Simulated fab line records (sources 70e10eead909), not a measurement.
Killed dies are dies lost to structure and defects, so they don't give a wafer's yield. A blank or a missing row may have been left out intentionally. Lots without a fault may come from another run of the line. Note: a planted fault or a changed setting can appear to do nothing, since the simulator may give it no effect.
Which tool did it?	flow nand-harc	Sampling: 24 lots, 72 wafers, 5 of 1159 route steps

WHAT THE GAUGES SHOWED, per wafer
NHARC_P_BONDPAD_CD_MEAS_09: target cd 500 nm.
lot	measured	on	cd-nm (nm)
L074	day 6 18:57	cd-sem-02	501.6 501.0 499.1
L075	day 6 20:22	cd-sem-02	498.3 498.4 499.0
L076	day 6 23:14	cd-sem-01	499.4 498.6 498.0
L077	day 7 00:23	cd-sem-01	499.3 498.3 500.4
L078	day 7 08:26	cd-sem-03	501.3 500.1 502.1
L080	day 7 19:49	cd-sem-03	501.3 500.9 500.8
L079	day 7 23:08	cd-sem-01	500.9 500.9 502.6
L082	day 8 06:25	cd-sem-01	499.2 500.0 501.3
L081	day 8 07:05	cd-sem-03	497.6 500.3 501.0
L083	day 8 20:18	cd-sem-02	498.3 502.0 502.5
L084	day 8 21:52	cd-sem-03	499.6 500.0 501.8
L088	day 9 17:41	cd-sem-01	500.5 500.1 501.8
L085	day 9 18:22	cd-sem-03	502.7 502.7 502.0
L086	day 9 18:58	cd-sem-03	499.9 501.8 501.2
L087	day 10 10:16	cd-sem-03	497.6 498.1 497.9
L089	day 10 10:53	cd-sem-01	501.3 500.7 499.9
L091	day 10 11:26	cd-sem-03	500.1 500.4 500.4
L090	day 10 12:29	cd-sem-02	498.3 498.8 499.7
L093	day 10 19:32	cd-sem-02	498.0 499.4 495.4
L092	day 11 01:08	cd-sem-01	500.8 500.2 499.5
L094	day 11 23:50	cd-sem-01	501.4 501.8 503.9
L095	day 12 00:52	cd-sem-02	500.2 501.8 500.1
L096	day 12 01:09	cd-sem-03	499.6 498.5 498.7
L097	day 12 08:50	cd-sem-02	500.1 501.3 500.7

NHARC_P_BONDPAD_OVL_MEAS_38.
lot	measured	on	overlay-x-nm (nm)	overlay-y-nm (nm)
L074	day 6 19:02	overlay-01	13 14 13	-3 -2 -3
L075	day 6 20:27	overlay-02	-8 -8 -8	-2 -2 -2
L076	day 6 23:20	overlay-02	8 8 8	0 0 0
L077	day 7 00:28	overlay-01	-7 -6 -6	13 13 13
L078	day 7 08:31	overlay-02	1 2 2	-3 -2 -2
L080	day 7 19:54	overlay-02	-10 -10 -11	-14 -14 -14
L079	day 7 23:13	overlay-01	2 2 2	-1 -1 -1
L082	day 8 06:30	overlay-01	-2 -2 -2	-7 -6 -6
L081	day 8 07:11	overlay-02	12 12 12	12 11 12
L083	day 8 20:23	overlay-01	-2 -2 -2	-7 -7 -7
L084	day 8 21:57	overlay-01	9 10 9	-6 -6 -6
L088	day 9 17:46	overlay-01	-4 -4 -5	-12 -11 -11
L085	day 9 18:27	overlay-02	1 1 1	0 1 1
L086	day 9 19:03	overlay-02	-11 -11 -11	9 9 9
L087	day 10 10:22	overlay-02	-14 -14 -14	2 1 1
L089	day 10 10:58	overlay-02	-12 -13 -12	-8 -9 -9
L091	day 10 11:31	overlay-01	4 4 4	9 8 8
L090	day 10 12:35	overlay-02	-3 -3 -2	0 1 1
L093	day 10 19:37	overlay-01	5 5 5	0 1 1
L092	day 11 01:13	overlay-02	4 4 4	10 10 10
L094	day 11 23:55	overlay-02	-11 -11 -11	-3 -2 -3
L095	day 12 00:58	overlay-02	4 4 4	3 3 2
L096	day 12 01:14	overlay-01	-3 -3 -3	0 0 0
L097	day 12 08:55	overlay-02	2 2 2	-1 -1 -1

NHARC_P_BONDPAD_THK_MEAS_20: measures by xrf.
lot	measured	on	thk-nm (nm)
L074	day 6 21:34	film-metro-02	162.9 161.7 162.6
L075	day 6 22:59	film-metro-01	160.1 159.0 160.9
L076	day 7 01:51	film-metro-02	159.7 161.2 161.0
L077	day 7 02:56	film-metro-02	163.7 162.7 160.1
L078	day 7 11:20	film-metro-01	161.4 163.7 161.7
L080	day 7 22:27	film-metro-01	159.9 162.0 161.7
L079	day 8 01:44	film-metro-01	161.6 160.8 162.7
L082	day 8 08:59	film-metro-01	161.0 161.8 160.1
L081	day 8 09:40	film-metro-01	160.9 160.1 161.3
L083	day 8 22:53	film-metro-02	161.8 161.6 160.6
L084	day 9 00:37	film-metro-01	161.7 158.2 162.4
L088	day 9 20:17	film-metro-01	160.2 160.5 160.6
L085	day 9 20:56	film-metro-01	162.0 161.5 164.2
L086	day 9 21:31	film-metro-01	158.2 161.5 159.3
L087	day 10 12:52	film-metro-01	160.4 161.6 159.9
L089	day 10 13:36	film-metro-01	159.3 159.7 162.1
L091	day 10 14:11	film-metro-01	162.7 160.3 162.3
L090	day 10 15:07	film-metro-02	160.8 161.2 161.2
L093	day 10 22:05	film-metro-01	158.7 160.0 159.0
L092	day 11 03:55	film-metro-01	161.6 159.5 160.9
L094	day 12 02:25	film-metro-01	163.0 162.6 161.8
L095	day 12 03:28	film-metro-02	162.5 160.0 160.8
L096	day 12 03:43	film-metro-02	161.5 159.3 160.7
L097	day 12 11:42	film-metro-02	159.7 158.9 163.3

TOOL THAT RAN EACH LOT (tool first, then ch and the chambers of the sampled wafers, then the start)
lot	NHARC_P_M2_DEP_33	NHARC_P_BONDPAD_PVD_27
L074	pecvd-02 ch 0,1, day 6 17:22	pvd-sputter-02, day 6 21:34 or earlier
L075	pecvd-04 ch 0,1,2, day 6 18:48	pvd-sputter-02, day 6 22:59 or earlier
L076	pecvd-02 ch 0,1,2, day 6 21:38	pvd-sputter-03, day 7 01:51 or earlier
L077	pecvd-01 ch 1,2, day 6 22:58	pvd-sputter-01, day 7 02:56 or earlier
L078	pecvd-01 ch 1,2, day 7 06:47	pvd-sputter-01, day 7 11:20 or earlier
L080	pecvd-01 ch 1,2, day 7 18:11	pvd-sputter-03, day 7 22:27 or earlier
L079	pecvd-01 ch 0,2, day 7 21:34	pvd-sputter-02, day 8 01:44 or earlier
L082	pecvd-04 ch 0,1,2, day 8 04:47	pvd-sputter-02, day 8 08:59 or earlier
L081	pecvd-04 ch 1,2, day 8 05:31	pvd-sputter-02, day 8 09:40 or earlier
L083	pecvd-04 ch 0,1,2, day 8 18:40	pvd-sputter-03, day 8 22:53 or earlier
L084	pecvd-01 ch 0,1,2, day 8 20:12	pvd-sputter-03, day 9 00:37 or earlier
L088	pecvd-01 ch 1,2, day 9 16:06	pvd-sputter-02, day 9 20:17 or earlier
L085	pecvd-02 ch 0,1,2, day 9 16:51	pvd-sputter-01, day 9 20:56 or earlier
L086	pecvd-02 ch 0,1,2, day 9 17:19	pvd-sputter-02, day 9 21:31 or earlier
L087	pecvd-02 ch 0,1, day 10 08:39	pvd-sputter-02, day 10 12:52 or earlier
L089	pecvd-01 ch 0,2, day 10 09:14	pvd-sputter-03, day 10 13:36 or earlier
L091	pecvd-01 ch 1,2, day 10 09:50	pvd-sputter-01, day 10 14:11 or earlier
L090	pecvd-01 ch 0,1,2, day 10 10:58	pvd-sputter-03, day 10 15:07 or earlier
L093	pecvd-01 ch 0,1,2, day 10 17:53	pvd-sputter-01, day 10 22:05 or earlier
L092	pecvd-04 ch 0,1, day 10 23:31	pvd-sputter-01, day 11 03:55 or earlier
L094	pecvd-01 ch 0,1, day 11 22:13	pvd-sputter-02, day 12 02:25 or earlier
L095	pecvd-02 ch 0,1, day 11 23:02	pvd-sputter-01, day 12 03:28 or earlier
L096	pecvd-01 ch 0,1, day 11 23:23	pvd-sputter-03, day 12 03:43 or earlier
L097	pecvd-02 ch 0,1, day 12 07:20	pvd-sputter-01, day 12 11:42 or earlier
- NHARC_P_M2_DEP_33: deposits SiCN, target thk 30 nm.
- NHARC_P_BONDPAD_PVD_27: deposits Cu, target thk 30 nm, time 20.49 s.

WHAT THE TOOLS THEMSELVES READ (means of the sampled wafers that have a number; where no wafer has one, the mark that the record gives instead)
NHARC_P_M2_DEP_33.
lot	tool	heater-power-w (W)	showerhead-vpp-V (V)
L074	pecvd-02	567	1266
L075	pecvd-04	658	1285
L076	pecvd-02	608	1311
L077	pecvd-01	624	1291
L078	pecvd-01	617	1298
L080	pecvd-01	615	1308
L079	pecvd-01	528	1260
L082	pecvd-04	642	1308
L081	pecvd-04	681	1295
L083	pecvd-04	615	1297
L084	pecvd-01	583	1327
L088	pecvd-01	545	1256
L085	pecvd-02	588	1293
L086	pecvd-02	582	1299
L087	pecvd-02	561	1254
L089	pecvd-01	492	1328
L091	pecvd-01	605	1302
L090	pecvd-01	550	1324
L093	pecvd-01	593	1306
L092	pecvd-04	653	1284
L094	pecvd-01	513	1384
L095	pecvd-02	598	1269
L096	pecvd-01	557	1379
L097	pecvd-02	593	1267

NHARC_P_BONDPAD_PVD_27.
lot	tool	cathode-dc-power-W (W)	throttle-valve-pct (%)
L074	pvd-sputter-02	5000.4	30.6
L075	pvd-sputter-02	4999.9	28.9
L076	pvd-sputter-03	4999.7	29.9
L077	pvd-sputter-01	5000.3	31.2
L078	pvd-sputter-01	5000.0	30.7
L080	pvd-sputter-03	4999.8	29.8
L079	pvd-sputter-02	4999.4	29.5
L082	pvd-sputter-02	5000.2	29.5
L081	pvd-sputter-02	4999.9	29.5
L083	pvd-sputter-03	4999.8	29.9
L084	pvd-sputter-03	5000.0	30.2
L088	pvd-sputter-02	5000.7	29.7
L085	pvd-sputter-01	5000.5	30.5
L086	pvd-sputter-02	5000.0	29.8
L087	pvd-sputter-02	5000.5	30.6
L089	pvd-sputter-03	4999.5	30.3
L091	pvd-sputter-01	4999.6	30.2
L090	pvd-sputter-03	5001.0	30.6
L093	pvd-sputter-01	5000.0	31.1
L092	pvd-sputter-01	5000.0	31.5
L094	pvd-sputter-02	4999.8	29.7
L095	pvd-sputter-01	5000.2	30.3
L096	pvd-sputter-03	5000.5	30.2
L097	pvd-sputter-01	5000.5	31.0

THE ANSWER, worked out from the rows above alone
Rule: what is usual is taken from the lots themselves. The widest of any qualifying gaps counts: lots, ordered by their means at a reading, are off when they make up no more than a third of the lots, leave a main group of 4 or more, and stand apart from it by 3 or more times the standard deviation of that group's means. A main group whose means are all the same, to the digits that the tables above print for the reading, isn't used. A lot without any number at a reading at which 4 lots or more have one is off too. All remaining lots with rows at the step are treated as sound. After the gauges, taken in route order, come the tools' own readings; for these a lot's mean is taken, as printed above. At the first step where some lot is off, the reading lying furthest off is the one used; lots without a number count as furthest.
Across all readings shown, no lot is off: no conclusion can be drawn from this.

WHAT THE SIMULATOR HAD INSERTED
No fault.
